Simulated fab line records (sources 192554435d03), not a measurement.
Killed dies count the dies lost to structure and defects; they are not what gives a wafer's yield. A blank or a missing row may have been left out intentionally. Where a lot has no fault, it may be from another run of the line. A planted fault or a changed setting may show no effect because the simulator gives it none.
Which tool was responsible? | flow n5-finfet | Sampling: 11 lots, 33 wafers, 4 of 1938 route steps

## WHAT THE GAUGES SHOWED, per wafer
N5_BEOL_M14_CD_MEAS_10: target cd 250 nm.
lot  | measured     | on        | cd-nm (nm)
L926 | day 12 01:46 | cd-sem-01 | 252.1 250.7 251.0
L928 | day 12 02:05 | cd-sem-01 | 240.2 247.9 241.4
L931 | day 12 14:41 | cd-sem-02 | 249.0 243.0 251.0
L930 | day 12 21:36 | cd-sem-03 | 244.3 249.4 242.6
L938 | day 14 16:16 | cd-sem-02 | 249.0 247.3 251.1
L940 | day 15 09:14 | cd-sem-02 | 248.9 247.5 247.3
L941 | day 15 10:46 | cd-sem-01 | 248.6 247.8 250.9
L942 | day 15 16:19 | cd-sem-01 | 248.9 251.1 250.6
L944 | day 15 18:32 | cd-sem-03 | 249.1 249.1 250.3
L947 | day 17 05:10 | cd-sem-02 | 250.0 251.3 249.4
L946 | day 17 05:20 | cd-sem-01 | 248.8 248.3 246.3

## WHICH TOOL RAN EACH LOT (tool, then ch and the chambers of the sampled wafers, then the start)
lot  | N5_BEOL_M13_SPUTTER_43       | N5_BEOL_M13_ANNEAL_48            | N5_BEOL_M14_EXPOSE_07
L926 | pvd-sputter-03, day 11 23:55 | rtp-anneal-02 ch 0, day 12 00:24 | krf-scanner-01 ch 0, day 12 01:35
L928 | pvd-sputter-01, day 12 00:11 | rtp-anneal-01 ch 0, day 12 00:44 | krf-scanner-02 ch 0, day 12 01:55
L931 | pvd-sputter-01, day 12 12:44 | rtp-anneal-01 ch 0, day 12 13:30 | krf-scanner-02 ch 0, day 12 14:32
L930 | pvd-sputter-03, day 12 19:53 | rtp-anneal-01 ch 0, day 12 20:22 | krf-scanner-02 ch 0, day 12 21:26
L938 | pvd-sputter-03, day 14 14:05 | rtp-anneal-02 ch 0, day 14 14:52 | krf-scanner-01 ch 0, day 14 16:05
L940 | pvd-sputter-01, day 15 06:37 | rtp-anneal-01 ch 0, day 15 07:52 | krf-scanner-02 ch 0, day 15 09:04
L941 | pvd-sputter-02, day 15 09:01 | rtp-anneal-01 ch 0, day 15 09:31 | krf-scanner-02 ch 0, day 15 10:35
L942 | pvd-sputter-03, day 15 13:58 | rtp-anneal-02 ch 0, day 15 15:05 | krf-scanner-02 ch 0, day 15 16:09
L944 | pvd-sputter-01, day 15 16:47 | rtp-anneal-01 ch 0, day 15 17:17 | krf-scanner-02 ch 0, day 15 18:22
L947 | pvd-sputter-02, day 17 03:10 | rtp-anneal-02 ch 0, day 17 03:46 | krf-scanner-02 ch 0, day 17 04:59
L946 | pvd-sputter-02, day 17 03:31 | rtp-anneal-01 ch 0, day 17 04:01 | krf-scanner-02 ch 0, day 17 05:10
- N5_BEOL_M13_SPUTTER_43: material TaN, target thk 15 nm, time 24.19 s.
- N5_BEOL_M13_ANNEAL_48: time 90 s.
- N5_BEOL_M14_EXPOSE_07: exposes mask V13.

## WHAT THE TOOLS THEMSELVES READ (means of the sampled wafers that have a number; where no wafer has one, the mark that the record gives instead)
N5_BEOL_M13_SPUTTER_43.
lot  | tool           | bias-v (V) | throttle-valve-pct (%)
L926 | pvd-sputter-03 | 169.5      | 28.8
L928 | pvd-sputter-01 | 169.5      | 28.8
L931 | pvd-sputter-01 | 168.5      | 28.8
L930 | pvd-sputter-03 | 169.8      | 30.2
L938 | pvd-sputter-03 | 170.8      | 30.3
L940 | pvd-sputter-01 | 167.9      | 29.9
L941 | pvd-sputter-02 | 169.1      | 29.8
L942 | pvd-sputter-03 | 167.8      | 30.2
L944 | pvd-sputter-01 | 168.7      | 29.8
L947 | pvd-sputter-02 | 168.0      | 30.4
L946 | pvd-sputter-02 | 168.8      | 29.3

N5_BEOL_M13_ANNEAL_48.
lot  | tool          | wafer_temp_C_max
L926 | rtp-anneal-02 | 225.96
L928 | rtp-anneal-01 | 225.59
L931 | rtp-anneal-01 | 225.61
L930 | rtp-anneal-01 | 225.61
L938 | rtp-anneal-02 | 225.77
L940 | rtp-anneal-01 | 225.75
L941 | rtp-anneal-01 | 225.44
L942 | rtp-anneal-02 | 225.69
L944 | rtp-anneal-01 | 225.47
L947 | rtp-anneal-02 | 225.93
L946 | rtp-anneal-01 | 225.68

## THE ANSWER, worked out from the rows above alone
Rule: usual is defined by the lots themselves. The widest of any qualifying gaps counts: lots, ordered by their means at a reading, are off when they make up no more than a third of the lots, leave a main group of 4 or more, and stand apart from it by 3 or more times the standard deviation of that group's means. If all means in a main group match to the digits the tables above print for the reading, that group is not used. A lot without any number at a reading at which 4 lots or more have one is off too. Any other lot the step has rows for is counted as sound. Order of review: gauges by route order, followed by the tools' own readings, for which a lot's mean as printed above is used. At the first step where some lot is off, the reading lying furthest off is the one used; lots without a number count as furthest.
None of the lots is off at any reading shown; this tells nothing.

## WHAT THE SIMULATOR HAD PUT IN
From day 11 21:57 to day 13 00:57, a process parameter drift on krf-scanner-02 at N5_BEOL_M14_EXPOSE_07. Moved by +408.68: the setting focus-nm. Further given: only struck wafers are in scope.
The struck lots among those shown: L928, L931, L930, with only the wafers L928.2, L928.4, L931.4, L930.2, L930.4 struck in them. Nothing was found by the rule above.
